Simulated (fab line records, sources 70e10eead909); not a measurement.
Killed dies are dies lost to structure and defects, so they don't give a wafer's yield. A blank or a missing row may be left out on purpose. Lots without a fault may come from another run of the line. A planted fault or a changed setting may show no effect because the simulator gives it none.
A struck lot beside a sound one | flow nand_harc | 41 steps out of a route of 1159
Sound: wafers L630.1, L630.2, L630.3. Struck: wafers L640.2, L640.4. (L640.3 of the same lot was not struck and is left out.) The cause comes at the end.
At each step with rows: each side's tool, then ch and its chambers, then its first start. Under that, the readings that differ: sound wafers | struck wafers | difference of the means | sigmas: that difference in standard deviations of wafers without a fault.
alike: readings whose means differ by less than 2 such deviations, and words and numbers that are the same on both sides. not compared: withheld readings, readings that some wafer has no value for, bounds like >300 that may hide the same value, and numbers for which the record gives no deviation and whose values overlap.
The two part at a step that has a row with sigmas, a row that says differs or no value, or rows on one side only. Numbers that don't overlap but have no deviation are shown without sigmas and don't part them. A reading that every wafer of one side lacks parts them only if that side has two wafers or more.

NHARC_P_M1_CD_MEAS_09: target cd 130 nm.
  sound on cd_sem-02 ch 0, day 7 10:34; struck on cd_sem-02 ch 0, day 10 02:02
  alike: cd_nm
NHARC_P_M1_OVL_MEAS_10: pitch 260 nm.
  sound on overlay-02, day 7 10:40; struck on overlay-01, day 10 02:07
  reading           | sound          | struck  | difference | sigmas
  overlay_y_nm (nm) | -0.8 -0.5 -0.5 | 1.2 1.3 | +1.9       | +2
  alike: overlay_x_nm
NHARC_P_M1_INSPECT_11:
  sound on defect_inspect-01, day 7 10:42; struck on defect_inspect-02, day 10 02:10
  alike: raw_defect_count
NHARC_P_M1_DESCUM_14: chemistry O2, time 3 s.
  sound on rie_diel-06 ch 0,2,3, day 7 10:46; struck on rie_diel-07 ch 1,2, day 10 02:13
  reading                | sound       | struck  | difference | sigmas
  rf_hours_counter_h (h) | 5.1 5.7 6.2 | 3.7 3.8 | -1.9       |
  alike: drypump_motor_current_A, oes_product_au, rf_vpp_V, showerhead_plenum_p_Torr, throttle_valve_pct
then, 2 steps without rows for these wafers: NHARC_P_M1_ETCH_35 (etches the open film in N2/H2, target depth 40 nm, overetch 12 nm, time 43.94 s); NHARC_P_M1_ETCH_15 (etches the open film in C4F8/Ar, target depth 182.5 nm, time 91.2 s).
NHARC_P_M1_CD_MEAS_16:
  sound on cd_sem-01, day 7 11:04; struck on cd_sem-01, day 10 02:32
  alike: cd_nm
then, 3 steps without rows for these wafers: NHARC_P_M1_STRIP_18 (strips in N2/H2); NHARC_P_M1_ETCH_28 (etches the open film in CF4/N2, target depth 30 nm, time 72.99 s); NHARC_P_M1_STRIP_19 (strips in post etch residue remover, time 600 s).
NHARC_P_M1_DEGAS_29: time 60 s.
  sound on pvd_sputter-02, day 7 11:47; struck on pvd_sputter-01, day 10 03:14
  alike: heater_power_w
then, 1 step without rows for these wafers: NHARC_P_M1_PRE_CLEAN_30 (time 30 s).
NHARC_P_M1_PVD_20: deposits TaN, target thk 5 nm, time 8.06 s.
  sound on pvd_sputter-02, day 7 11:53; struck on pvd_sputter-01, day 10 03:21
  alike: bias_v, chamber_pressure_pa, throttle_valve_pct
then, 2 steps without rows for these wafers: NHARC_P_M1_PVD_21 (deposits Cu, target thk 30 nm, time 20.49 s); NHARC_P_M1_ECD_22 (material Cu, target thk 400 nm).
NHARC_P_M1_ANNEAL_31: time 90 s.
  sound on rtp_anneal-01 ch 0, day 7 12:31; struck on rtp_anneal-02 ch 0, day 10 04:02
  alike: wafer_temp_C_max
NHARC_P_M1_CMP_23: polishes, t overpolish 20 s, target thk 157.82 nm.
  sound on cmp-01 ch 0,1,3, day 7 12:52; struck on cmp-01 ch 0,2, day 10 04:19
  alike: motor_current_A, slurry_filter_dp_kPa, time_to_endpoint_s
then, 1 step without rows for these wafers: NHARC_P_M1_SRD_25.
NHARC_P_M1_INSPECT_27:
  sound on defect_inspect-01, day 7 13:20; struck on defect_inspect-02, day 10 04:47
  alike: raw_defect_count
then, 12 steps without rows for these wafers: NHARC_P_M1_PRE_CLEAN_32 (time 12 s); NHARC_P_M1_DEP_33 (deposits SiCN, target thk 30 nm); NHARC_P_M2_DEP_00 (deposits SiOC, target thk 182.5 nm); NHARC_P_M2_DEHYDRATE_01 (time 120 s); NHARC_P_M2_HMDS_02 (time 30 s); NHARC_P_M2_COAT_34 (time 65 s); NHARC_P_M2_COAT_03 (resist thk 90 nm); NHARC_P_M2_SOFTBAKE_04 (time 55 s); NHARC_P_M2_EBR_05; NHARC_P_M2_EXPOSE_06 (exposes mask P M2, target cd 170 nm); NHARC_P_M2_PEB_07 (peb time 65 s); NHARC_P_M2_DEVELOP_08 (develop time 35 s).
NHARC_P_M2_CD_MEAS_09: target cd 170 nm.
  the record has rows for the sound wafers here (cd_sem-03 ch 0, day 7 14:43) and none for the struck ones
NHARC_P_M2_OVL_MEAS_10: pitch 340 nm.
  the record has rows for the sound wafers here (overlay-02, day 7 14:48) and none for the struck ones
NHARC_P_M2_INSPECT_11:
  the record has rows for the sound wafers here (defect_inspect-02, day 7 14:50) and none for the struck ones
then, 2 steps without rows for these wafers: NHARC_P_M2_DESCUM_14 (chemistry O2, time 3 s); NHARC_P_M2_ETCH_35 (etches the open film in N2/H2, target depth 40 nm, overetch 12 nm, time 43.94 s).
NHARC_P_M2_ETCH_15: etches the open film in C4F8/Ar, target depth 182.5 nm, time 91.2 s.
  the record has rows for the sound wafers here (rie_diel-01 ch 0,1,3) and none for the struck ones
NHARC_P_M2_CD_MEAS_16:
  the record has rows for the sound wafers here (cd_sem-03, day 7 15:13) and none for the struck ones
then, 2 steps without rows for these wafers: NHARC_P_M2_STRIP_18 (strips in N2/H2); NHARC_P_M2_ETCH_28 (etches the open film in CF4/N2, target depth 30 nm, time 72.99 s).
-- the record jumps here: 12 days lie between the struck wafers' starts before and after (it left off in module P_M2 and takes up again in module END, whose first step shown is number 1159 of the route) --
NHARC_END_SORT_01:
  sound on prober-02 ch 0, day 20 19:34; struck on prober-01 ch 0, day 22 13:53
  reading                  | sound            | struck    | difference | sigmas
  defect_limited_yield (%) | 96.9 95.1 94.4   | 0 0       | -95        | -73
  killed_at_periphery      | 2 1 4            | 646 643   | +642       | +99 or more
  killed_dies              | 21 33 38         | 677 677   | +646       | +73
  sort_bin_2_pct (%)       | 1.6 0.4 1.5      | 96.6 95.9 | +95.1      | +99 or more
  sort_n_pass              | 656 644 639      | 0 0       | -646       | -73
  sort_rim_yield_pct (%)   | 100.0 100.0 99.1 | 0 0       | -100       | -37
  sort_yield_pct (%)       | 96.9 95.1 94.4   | 0 0       | -95        | -73
  alike: killed_at_array, killed_at_other, killed_open, killed_short, sort_bin_3_pct, sort_bin_4_pct

WHERE THEY PART
First at NHARC_P_M1_OVL_MEAS_10; last, within this record, at NHARC_END_SORT_01.

WHY: what the simulator had put in
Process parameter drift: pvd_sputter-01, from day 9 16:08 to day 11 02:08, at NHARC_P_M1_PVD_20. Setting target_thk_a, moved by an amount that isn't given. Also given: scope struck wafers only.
